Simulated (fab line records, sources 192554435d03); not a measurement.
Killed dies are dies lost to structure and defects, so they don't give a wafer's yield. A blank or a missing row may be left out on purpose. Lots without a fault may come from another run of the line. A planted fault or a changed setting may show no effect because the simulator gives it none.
One fault seen from 2 desks | flow n5_finfet | each desk has only its own numbers; what lay behind them comes last

THE TOOL OWNER'S DESK: ald_metal-02
The tool's own readings at N5_BEOL_M7_ALD_77 (deposits TaN, target thk 2 nm, pulse time 2 s, purge time 3 s): means of the sampled wafers that have a number, for each lot that ran on this tool. A lot is out of limits, marked OUT, if its mean lies more than 4 standard deviations from the usual mean; the brackets give that distance.
Columns: A = heater_power_w at N5_BEOL_M7_ALD_77, usual 410 W; B = precursor_vessel_temp_c at N5_BEOL_M7_ALD_77, usual 75.00 C
lot  | first seen here | A   | B
L358 | day 9 08:41     | 390 | 74.82
L360 | day 9 12:30     | 424 | 74.98
L367 | day 11 10:56    | 413 | 74.95
L370 | day 12 11:38    | 404 | 75.00
This desk's finding: nothing out of limits on any of the 4 lots.

THE METROLOGY DESK
What the gauges read, lot by lot, whatever tool the lot ran on: means of the sampled wafers that have a number. A lot is out of limits, marked OUT, if its mean lies more than 4 standard deviations from the usual mean; the brackets give that distance. Of its 34 readings 7 are shown: the one that was out of limits first, and those that lie furthest out on some lot.
Columns: A = DIBL_N at N5_BEOL_M4_RC_MEAS_101, usual 36.4 mV/V; B = DIBL_P at N5_BEOL_M4_RC_MEAS_101, usual 36.1 mV/V; C = IOFF_N at N5_BEOL_M4_RC_MEAS_101, usual 0.16 nA/um; D = COMB_M10 at N5_BEOL_M15_RC_MEAS_101, usual 1.4e-11 S/m; E = COMB_M7 at N5_BEOL_M15_RC_MEAS_101, usual 2.6e-11 S/m; F = COMB_M7_max_site at N5_BEOL_M15_RC_MEAS_101, usual 3.8e-11 S/m; G = COMB_M9 at N5_BEOL_M15_RC_MEAS_101, usual 1.4e-11 S/m
lot  | first seen here | A    | B    | C    | D       | E                  | F                  | G
L358 | day 8 09:23     | 40.6 | 41.9 | 0.22 | 1.5e-11 | 2.5e-11            | 3.6e-11            | 1.2e-11
L360 | day 8 11:45     | 34.3 | 34.3 | 0.13 | 1.5e-11 | 2.3e-11            | 3.1e-11            | 1.1e-11
L367 | day 10 04:34    | 34.9 | 34.1 | 0.14 | 1.5e-11 | 6.8e-11 (+8.1) OUT | 1.0e-10 (+7.0) OUT | 1.6e-11
L371 | day 11 03:53    | 37.4 | 34.8 | 0.15 | 1.1e-11 | 3.1e-11            | 4.3e-11            | 1.4e-11
L370 | day 11 06:34    | 36.8 | 36.7 | 0.16 | 1.2e-11 | 6.9e-11 (+8.3) OUT | 9.6e-11 (+6.4) OUT | 1.3e-11
L372 | day 11 10:58    | 37.5 | 37.3 | 0.19 | 1.9e-11 | 2.7e-11            | 3.7e-11            | 1.0e-11
L378 | day 13 12:19    | 36.1 | 36.6 | 0.14 | 1.8e-11 | 2.6e-11            | 3.7e-11            | 2.0e-11
This desk's finding: out of limits on L367, L370; first on L367, day 14 04:22 (COMB_M7 at N5_BEOL_M15_RC_MEAS_101). In limits: L358, L360, L371, L372, L378.

PUT TOGETHER
The metrology desk could have raised an alarm at day 14 04:22, on L367, L370.
The tool owner's desk saw nothing out of limits.
The tool owner's desk has L367, L370 on record, within its limits.
Of the lots named, all ran N5_BEOL_M7_ALD_77 on ald_metal-02.

WHAT THE SIMULATOR HAD PUT IN
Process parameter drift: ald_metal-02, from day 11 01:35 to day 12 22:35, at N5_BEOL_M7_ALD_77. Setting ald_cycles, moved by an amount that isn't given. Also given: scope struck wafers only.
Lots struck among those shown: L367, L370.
Hours from the fault's start to each desk's first reading out of limits: the metrology desk, 75.
